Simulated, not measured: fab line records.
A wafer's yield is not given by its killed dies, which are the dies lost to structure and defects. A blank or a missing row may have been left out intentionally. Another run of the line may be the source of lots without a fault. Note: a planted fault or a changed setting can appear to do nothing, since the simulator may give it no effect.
Problem report, 8D (eight disciplines) form, completed by code    flow n5Finfet    the parts of the form that need people (team, actions taken, sign-off) are left out

== 1. THE ISSUE ==
At N5_FIN_SAQP_ALD_61, susceptorTempC averages 272.36 C over 6 wafers from 2 lots, while fault-free wafers read 299.98 C, standard deviation 0.18. That is -99 or more standard deviations from the usual mean.
The step: deposits SiO2, target thk 4 nm, pulse time 1 s, purge time 2 s.
Earliest sighting: wafer L157.3 on aldSin-04 at day 5 20:59. At this step, 27 wafers from 9 lots have a number in the record. The rule behind "out" and "out of limits": a value lying over 4 standard deviations away from the usual mean. The other wafers with a number count as sound.

== 2. WHAT IT IS, AND WHAT IT ISN'T ==
question                     is                      is not
which readings at this step  susceptorTempC          precursorPulseHeightRel
which lots                   L157, L158              L145, L146, L149, L151, L161, L163, L164
which wafers of those lots   all that have a number  -
read on which tools          aldSin-04               aldSin-02
when                         from day 5 20:59        up to then (12 sound wafers); but 9 sound wafers of L161, L163, L164 came after

== 3. THE SUSPECTS, EACH WITH WHAT RULES IT OUT ==
Counting: any tool at a process step up to the reading is kept as a suspect provided that every lot that is out went through it and no sound lot did after the first of them.
- aldSin-04 at N5_FIN_SAQP_ALD_61 (deposits SiO2, target thk 4 nm, pulse time 1 s, purge time 2 s): kept. Every lot that is out went through it, starting with L157 (day 5 20:59), and after that it ran no sound lot; the last sound lot it ran before then is L151 (day 4 09:10). Its own susceptorTempC readings are out on those wafers.
Left after counting: aldSin-04 at N5_FIN_SAQP_ALD_61.

== 4. THE CAUSE (what the simulator had put in) ==
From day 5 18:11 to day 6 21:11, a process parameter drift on aldSin-04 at N5_FIN_SAQP_ALD_61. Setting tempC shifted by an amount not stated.
After counting, this tool was the only one left.

== 5. THE CHAIN OF EFFECTS, in route order ==
Each row: a reading where the mean over the struck wafers with a number is more than 3 standard deviations away from the usual. Scope: only readings with a usual standard deviation given in the record; hours: median across lots of the time from each lot's start at the first step in this table that gives one to its start at this step; sigmas: change in usual standard deviations.
hours  step                reading         usual     on struck wafers  change  sigmas
0      N5_FIN_SAQP_ALD_61  susceptorTempC  299.98 C  272.36            -27.62  -99 or more
Its process steps:
- N5_FIN_SAQP_ALD_61: deposits SiO2, target thk 4 nm, pulse time 1 s, purge time 2 s.
At these later measuring or inspecting steps, every struck wafer for which the step has a row has a number for every such reading, and none has moved that far: N5_BEOL_M4_RC_MEAS_101.

== 6. HOW IT WOULD HAVE BEEN CAUGHT EARLIER ==
The fault began at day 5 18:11; the first out-of-limits reading in this record came at day 5 20:59, 3 hours later.
